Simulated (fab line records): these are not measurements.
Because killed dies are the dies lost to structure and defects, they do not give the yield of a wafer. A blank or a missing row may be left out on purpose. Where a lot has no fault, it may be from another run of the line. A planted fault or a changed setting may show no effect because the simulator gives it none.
2 desks, one fault -- flow n5Finfet -- what lay behind the numbers comes last; until then each desk has only its own

## AT THE METROLOGY DESK
Means of the sampled wafers that have a number, per lot and without regard to the tool the lot ran on: this is what the gauges read. Any lot whose mean is over 4 standard deviations away from the usual mean is out of limits and marked OUT; that distance is given in the brackets.
Columns: A = M7_THK at N5_BEOL_M7_THK_MEAS_53, usual 78.9 nm; B = M7_RS at N5_BEOL_M7_RS_MEAS_57, usual 0.291 ohm/sq
lot,first seen here,A,B
L499,day 10 00:49,79.3,0.291
L505,day 11 17:49,76.0,0.304
L506,day 11 22:32,77.4,0.301
L508,day 12 14:11,80.7,0.283
L517,day 15 02:16,77.7,0.295
L519,day 15 02:32,79.5,0.286
L520,day 15 14:37,79.6,0.287
This desk found nothing out of limits on any of the 7 lots.

## DESK OF THE TOOL OWNER: pecvd-03
The tool's own readings at N5_BEOL_M7_DEP_56 (deposits SiCN from 3MS/NH3, target thk 10 nm, time 17.5 s): means of the sampled wafers that have a number, for each lot that ran on this tool. Any lot whose mean is over 4 standard deviations away from the usual mean is out of limits and marked OUT; that distance is given in the brackets.
Columns: A = showerheadPlenumPTorr at N5_BEOL_M7_DEP_56, usual 3.658 Torr; B = throttleValvePct at N5_BEOL_M7_DEP_56, usual 9.2 %
lot,first seen here,A,B
L499,day 10 00:52,3.652,9.6
L505,day 11 17:53,3.647,10.3
L506,day 11 22:36,3.654,9.6
L508,day 12 14:14,3.654,9.8
This desk found nothing out of limits on any of the 4 lots.

## ALL TOGETHER
At the metrology desk, nothing out of limits was observed.
The desk of the tool owner found nothing out of limits.

## WHAT THE SIMULATOR HAD INSERTED
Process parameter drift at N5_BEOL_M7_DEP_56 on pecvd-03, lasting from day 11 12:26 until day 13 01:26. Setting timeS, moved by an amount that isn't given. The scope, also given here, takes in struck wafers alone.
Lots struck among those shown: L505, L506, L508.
